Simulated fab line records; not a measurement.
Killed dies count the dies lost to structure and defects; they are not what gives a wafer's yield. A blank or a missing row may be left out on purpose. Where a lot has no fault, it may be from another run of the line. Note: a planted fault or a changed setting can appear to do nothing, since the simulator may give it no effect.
fab line records	flow n5_finfet
record: lots: 4	wafers: 12	last_day: 16
route steps=1938 shown MIM_BOT_LITHO@1855 MIM_BOT_ETCH@1866 PASS1_CAP@1873 TV_LITHO@1875 PASSIVATION@1936
lots with no fault: from the same line, run without faults
start_h: start of the lot's first displayed wafer, in hours after the record's first day	wait_h: time in hours since the lot's previous step	" same as the row above	L1.1+2: a single row standing in for several wafers	- no value, or no start given	* or withheld: withheld	< > ~ a bound
route shown NAME@n: a module of which the file shows steps, and the number in the route of the first	usual: mean/standard deviation of fault-free wafers	same: alike in all rows	chamber/n: place in a boat	sites: each site's reading	_std_site: standard deviation across them	_edge_site: outer sites' mean less inner sites'	radius_mm: for every site, how far away it sits from the centre of the wafer	mask NAME#n: copy n	behind: the last tool/chamber to shape the wafer	hold: cause of the lot's hold/its duration in hours/its outcome	device: names the non-switching transistor (n, p or np)	end of line: the route-end tests of the same wafers	a step given without rows: its recipe and nothing more	killed: at the first sort, the dies lost to defects and structure; wafer yield is something else	map: shows each die of a wafer: x if killed, . if not, _ if none is there
set.NAME: the run value of the setting; set.NAME@STEP: its run value at that earlier step	model.NAME: the simulator's own value behind a step, which no gauge read
lots at selected steps of the route; one table per step, one row per wafer
== steps ==
step: N5_MIM_BOT_LITHO_COAT_02
recipe: spin_rpm: *	resist_thk_nm: *
step: N5_MIM_BOT_LITHO_EBR_04
recipe: solvent: PGMEA	ebr_width_mm: 1.5
step: N5_MIM_BOT_LITHO_SOFTBAKE_03
recipe: temp_c: 100	time_s: 90
step: N5_MIM_BOT_LITHO_EXPOSE_05
recipe: mask_id: MIM_BOT	na: 0.55	source_shape: conventional	sigma_outer: 0.8	polarization: unpolarized	dose_mj: 24.25
step: N5_MIM_BOT_LITHO_PEB_06
recipe: peb_temp_c: withheld	peb_time_s: *
step: N5_MIM_BOT_LITHO_DEVELOP_07
recipe: develop_time_s: 60	rinse_liquid: diw	dry: air_spin	dev_temp_c: 21
step: N5_MIM_BOT_LITHO_HARDBAKE_09
recipe: temp_c: 130	time_s: 120
step: N5_MIM_BOT_LITHO_DESCUM_10
recipe: chemistry: O2	time_s: 7.9	source_power_w: 50	bias_power_w: 20	pressure_mtorr: 20	rf_frequency_hz: 2.712e+07	temp_c: 40	o2_flow_sccm: 225
step: N5_MIM_BOT_ETCH_ETCH_04
recipe: chemistry: CF4/O2	target: SiNx	target_depth_a: 260	time_s: 13	ion_energy_ev: 100	pressure_mtorr: 40	source_w: 535	bias_w: 49	Ar_flow_sccm: 100	cf4_flow_sccm: 100	O2_flow_sccm: 10
step: N5_MIM_BOT_ETCH_ETCH_03
recipe: chemistry: Cl2/BCl3	target_depth_a: 120	pressure_mtorr: 8	icp_w: 800	bias_w: 100	Cl2_flow_sccm: 20	bcl3_flow_sccm: 80
usual: oes_product_au: 0.81/0.11	throttle_valve_pct: 27.5/0.35
same: drypump_motor_current_A: 6.3
lot.wafer	tool	chamber	start_h	wait_h	oes_product_au	rf_hours_counter_h	throttle_valve_pct
L688.4	rie_metal-01	1	375.26	0.1	0.76	-	27.1
L688.5	"	1	"	"	0.77	-	27.1
L688.6	"	0	"	"	0.97	-	27.4
L683.1	rie_metal-01	1	380.14	0.1	0.77	40	27.1
L683.2	"	0	"	"	0.95	1	27.4
L683.6	"	0	"	"	0.96	-	27.4
L687.2	rie_metal-01	0	382.57	0.1	0.96	2	27.4
L687.5	"	1	"	"	0.76	-	27.1
L687.6	"	0	"	"	0.96	-	27.4
L690.1	rie_metal-01	0	387.10	0.1	0.95	2	27.3
L690.3	"	0	"	"	0.94	-	27.3
L690.6	"	0	"	"	0.94	-	27.3
step: N5_MIM_BOT_ETCH_ETCH_00
recipe: chemistry: Cl2/BCl3	target: TiN	target_depth_a: 455	ion_energy_ev: 150	pressure_mtorr: 10	icp_w: 1000	bias_w: 126	Cl2_flow_sccm: 53.25	bcl3_flow_sccm: 21.75	Ar_flow_sccm: 25
step: N5_MIM_BOT_ETCH_STRIP_01
recipe: chemistry: O2	power_w: 600	temp_c: 60	pressure_mtorr: 30	rf_frequency_hz: 6e+07	bias_power_w: 0	overash_fraction: 0.5	o2_flow_sccm: 225
step: N5_MIM_BOT_ETCH_STRIP_02
recipe: chemistry: post_etch_residue_remover	time_s: 1200	temp_c: 72.5
step: N5_MIM_BOT_ETCH_CLEAN_05
recipe: chemistry: IPA	time_s: 180	temp_c: 25
step: N5_MIM_BOT_ETCH_SRD_06
recipe: dry: ipa_marangoni	time_s: 30	temp_c: 23	rinse_liquid: diw
step: N5_PASSIVATION_PECVD_55
recipe: material: SiO2	target_thk_a: 4000	temp_c: 400	precursor: SiH4/N2O	pressure_torr: 2.7	rf_w: 608	time_s: 22.5
step: N5_PASSIVATION_PECVD_01
recipe: material: SiNx	target_thk_a: 2000	temp_c: 400	precursor: SiH4/NH3/N2	pressure_torr: 4.9	rf_w: 1406	time_s: 43.2
step: N5_PASSIVATION_HMDS_03
recipe: time_s: 60	temp_c: 120
step: N5_PASSIVATION_COAT_04
recipe: spin_rpm: *	resist_thk_nm: *
step: N5_PASSIVATION_EBR_06
recipe: solvent: PGMEA	ebr_width_mm: 1.5
step: N5_PASSIVATION_SOFTBAKE_05
recipe: temp_c: 100	time_s: 90
step: N5_PASSIVATION_EXPOSE_07
recipe: mask_id: TV	na: 0.55	source_shape: conventional	sigma_outer: 0.8	polarization: unpolarized	defocus_nm: 0	target_cd_nm: 3000	dose_mj: 22.75
step: N5_PASSIVATION_PEB_08
recipe: peb_temp_c: withheld	peb_time_s: *
step: N5_PASSIVATION_DEVELOP_09
recipe: develop_time_s: 60	rinse_liquid: diw	dry: air_spin	dev_temp_c: 21
step: N5_PASSIVATION_HARDBAKE_11
recipe: temp_c: 130	time_s: 120
step: N5_PASSIVATION_INSPECT_61
recipe: mode: adi	inspect_instrument: macro
usual: raw_defect_count: 1.9/1.5
lot.wafer	tool	chamber	start_h	wait_h	raw_defect_count
L688.4	defect_inspect-01	-	376.62	0.0	4
L688.5	"	-	"	"	1
L688.6	"	-	"	"	3
L683.1	defect_inspect-02	-	383.11	0.0	3
L683.2	"	-	"	"	2
L683.6	"	-	"	"	0
L687.2	defect_inspect-01	-	384.64	0.0	>300
L687.5	"	-	"	"	>300
L687.6	"	-	"	"	>300
L690.1	defect_inspect-01	-	388.37	0.0	>300
L690.3	"	-	"	"	>300
L690.6	"	-	"	"	>300
step: N5_PASSIVATION_DESCUM_12
recipe: chemistry: O2	time_s: 7.9	source_power_w: 50	bias_power_w: 20	pressure_mtorr: 20	rf_frequency_hz: 2.712e+07	temp_c: 40	o2_flow_sccm: 225
step: N5_PASSIVATION_PROBE_49
usual: defect_limited_yield: 91.4/1.4	killed_at_M0_to_M3: 33/11	killed_at_M4_up: 13/5.3	killed_at_contacts: 13/6.1	killed_at_front_end: 40/11	killed_at_other: 2.9/2.7	killed_dies: 102/17	killed_on_rim: 14/4.2	killed_open: 68/13	killed_short: 32/7.5	sort_bin_5_function: 5.1/0.98	sort_bin_6_memory: 3.2/0.69	sort_bin_8_speed: 0.1/1.1	sort_n_pass: 1077/21	sort_yield_pct: 91.3/1.7
same: gross_dies: 1180	killed_at_back_side: 0	sort_bin_4_leakage[%]: 0
lot.wafer	tool	chamber	start_h	wait_h	defect_limited_yield[%]	killed_at_M0_to_M3	killed_at_M4_up	killed_at_contacts	killed_at_front_end	killed_at_other	killed_dies	killed_on_rim	killed_open	killed_short	sort_bin_5_function[%]	sort_bin_6_memory[%]	sort_bin_8_speed[%]	sort_n_pass	sort_yield_pct[%]
L683.1	prober-02	-	390.28	0.0	91.9	34	8	19	30	4	95	15	66	28	4.7	3.1	0	1085	91.9
L683.2	prober-02	-	390.33	0.1	92.6	33	5	10	36	3	87	15	57	25	3.7	3.2	0	1093	92.6
L683.6	prober-02	-	390.53	0.3	89.7	59	4	17	40	2	122	7	70	48	5.4	4.7	0	1058	89.7
L687.2	prober-02	-	391.87	0.1	84.5	29	14	8	37	95	183	31	73	22	8.7	4.0	0	997	84.5
L687.5	prober-02	-	392.02	0.2	77.3	49	16	6	39	158	268	15	78	41	12.9	5.8	0	912	77.3
L687.6	prober-02	-	392.07	0.3	83.3	46	12	11	37	91	197	37	69	43	9.6	4.2	0	983	83.3
L690.1	prober-02	-	395.48	0.0	82.4	33	14	22	54	85	208	31	73	50	10.7	4.1	0	972	82.4
L690.3	prober-02	-	395.58	0.1	85.9	11	14	6	48	87	166	34	49	27	8.1	3.1	0	1014	85.9
L690.6	prober-02	-	395.73	0.3	84.6	20	10	18	52	82	182	28	60	37	8.5	4.4	0	998	84.6
killed by level:class
L683.1 MOL_CONTACT_COAG:geometric_particle:open=17 BEOL_M0_SAQP:geometric_particle:open=15 FIN_SAQP:geometric_particle:open=7 BEOL_M0_SAQP:geometric_particle:short=7 FIN_SAQP:geometric_particle:short=6 BEOL_M2:geometric_particle:open=5 BEOL_M7:geometric_particle:open=5 STI_FIN_REVEAL:geometric_particle:open=4
L683.2 BEOL_M0_SAQP:geometric_particle:open=13 FIN_SAQP:geometric_particle:open=9 MOL_CONTACT_COAG:geometric_particle:open=8 BEOL_M0_SAQP:geometric_particle:short=7 FIN_SAQP:geometric_particle:short=5 GATE_CUT:geometric_particle:open=5 BEOL_M1:geometric_particle:open=5 GATE_CUT:geometric_particle:short=4
L683.6 BEOL_M0_SAQP:geometric_particle:open=17 BEOL_M0_SAQP:geometric_particle:short=14 MOL_CONTACT_COAG:geometric_particle:open=9 GATE_CUT:geometric_particle:short=8 FIN_SAQP:geometric_particle:open=7 MOL_CONTACT_COAG:geometric_particle:short=7 BEOL_M1:geometric_particle:open=6 BEOL_M2:geometric_particle:open=6
L687.2 MIM_BOT_ETCH:unspecified=88 BEOL_M3:geometric_particle:open=10 STI_FIN_REVEAL:geometric_particle:open=8 MOL_CONTACT_COAG:geometric_particle:open=8 BEOL_M0_SAQP:geometric_particle:open=7 BEOL_M2:geometric_particle:open=6 FIN_SAQP:geometric_particle:open=5 DUMMY_GATE:geometric_particle:open=5
L687.5 MIM_BOT_ETCH:unspecified=148 BEOL_M1:geometric_particle:open=13 BEOL_M0_SAQP:geometric_particle:short=9 BEOL_M3:geometric_particle:open=9 BEOL_M0_SAQP:geometric_particle:open=7 STARTING-WAFER:geometric_particle:open=7 FIN_SAQP:geometric_particle:short=6 BEOL_M4:geometric_particle:open=6
L687.6 MIM_BOT_ETCH:unspecified=84 BEOL_M3:geometric_particle:open=12 STI_FIN_REVEAL:geometric_particle:open=10 BEOL_M0_SAQP:geometric_particle:open=10 BEOL_M0_SAQP:geometric_particle:short=9 MOL_CONTACT_COAG:geometric_particle:open=7 FIN_SAQP:geometric_particle:open=6 FIN_SAQP:geometric_particle:short=6
L690.1 MIM_BOT_ETCH:unspecified=84 FIN_SAQP:geometric_particle:short=14 MOL_CONTACT_COAG:geometric_particle:open=13 BEOL_M0_SAQP:geometric_particle:short=11 GATE_CUT:geometric_particle:short=10 MOL_CONTACT_COAG:geometric_particle:short=8 BEOL_M0_SAQP:geometric_particle:open=8 BEOL_M4:geometric_particle:open=8
L690.3 MIM_BOT_ETCH:unspecified=86 STI_FIN_REVEAL:geometric_particle:open=10 FIN_SAQP:geometric_particle:open=8 BEOL_M4:geometric_particle:open=8 FIN_SAQP:geometric_particle:short=5 STARTING-WAFER:geometric_particle:short=5 GATE_CUT:geometric_particle:short=5 STI_FIN_REVEAL:geometric_particle:short=4
L690.6 MIM_BOT_ETCH:unspecified=82 STI_FIN_REVEAL:geometric_particle:open=18 FIN_SAQP:geometric_particle:short=14 MOL_CONTACT_COAG:geometric_particle:open=11 FIN_SAQP:geometric_particle:open=7 BEOL_M1:geometric_particle:open=7 MOL_CONTACT_COAG:geometric_particle:short=6 BEOL_M4:geometric_particle:open=5
map L687.5 (x killed, . not)
_________________x...x.......________________
______________.................._____________
___________.xxx.x........x.........__________
__________..x..x....x..x......x....._________
________....xx.x........x....x....x..._______
_______..........x............x..x...x.______
______................x................._____
_____.x.x..........x.............x......x____
____.........xx.....x...............x...x.___
___.....xx.....x.x.....x..........x.....x.x__
___............x...................x......x__
__...x........x....xx.............x.x...x..._
__...x...xx..x.x.x.....x.........x.x...x...._
_xx..........xxxx.xxxx..xx.......x...........
_............xxxxxxxxxx...................x..
_.........xxxxxxxxxxx...x..x..........x......
_........xxxxxxxxxxxxxx.x.......x............
_.......xxxxxxxxxxxxxxxxx.........x...x.x....
_.x...xxxxxxxxxxxxxxxxxxx....xx..............
_.......xxxxxxxxxxxxxxxx..........x..x.......
_........xx.xxxxxxxxxxx.x....................
__......x.xxxxxxxxxxxx.................x...._
__x........xxxxxxxxxxxx.........x....x......_
___..x...x...xxxxxxxx..x..x................__
___....x..xxxxxxx..xx.xx.............x.....__
____....x...x...x.x................x......___
_____......x............x..........x.....____
______..........x.................x....._____
_______...x.x....x.....................______
________...........x.........x..x.x..._______
__________..........x...x.xx.x......_________
___________................x.......__________
______________.x.....x.........._____________
_________________............________________
map L690.1 (x killed, . not)
_________________...xx.xxxxxx________________
______________x........xxxxxxxxx_____________
___________........x.xxxxxxxxxxxxxx__________
__________.x..x.x.....xxxxxxxxxxxxxx_________
________................xxxxxxxxxxxx.x_______
_______.......x..x......xxxxxxxxxxx.x..______
______.x...x.........x.x..x.xxxxx.xx...._____
_____...............x..x..xxxxxxxx...x...____
____..............x..............xx....x..___
___...x...x..x.......x..x........x.....x...__
___...................x.........x....x.....__
__x..x......x.....x....................x.x.._
__................x............x............_
_..............x................xxxx.......x.
_...............x.........x....x..x........x.
_...x..x....x.........x...x..................
_...x...xx..x............x..............x....
_.....x.x...................x...x...x.x......
_.x......x...........x......x......x.........
_..x.....x..................................x
_......x...........x......x.x................
__.x..x.............x...............x......._
__..x............x......xx...............x.._
___.....x.x....xx.......x..x.x...x.......x.__
___........x.x..........x...........xx.....__
____..x..x....................x...........___
_____.......x........................x.x.____
______...........x.............x........_____
_______.............x.......xxx.......x______
________.....x...........x............_______
__________......x.......x...x......._________
___________x.....................x.__________
______________....xx............_____________
_________________..........x.________________
== key ==
first_sign: step: N5_PASSIVATION_INSPECT_61	reading: raw_defect_count	direction: up	sigmas: 99+	usual: 1.9	struck: >300
effect: step: N5_PASSIVATION_PROBE_49	reading: killed_at_other	direction: up	sigmas: 35	usual: 2.9	struck: 99.7
more_kills_born_at: N5_MIM_BOT_ETCH_ETCH_03@rie_metal-01: 572
met_at N5_MIM_BOT_ETCH_ETCH_03
struck_wafers L687.2,L687.5,L687.6,L690.1,L690.3,L690.6
onset_between 380.14 382.57
also_fits time
fault: kind: chamber_particle_source	tool: rie_metal-01	chamber: -	onset_h: 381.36	steps: N5_MIM_BOT_ETCH_ETCH_03	rate_per_visit_cm2: 1.6418	end_h: 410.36
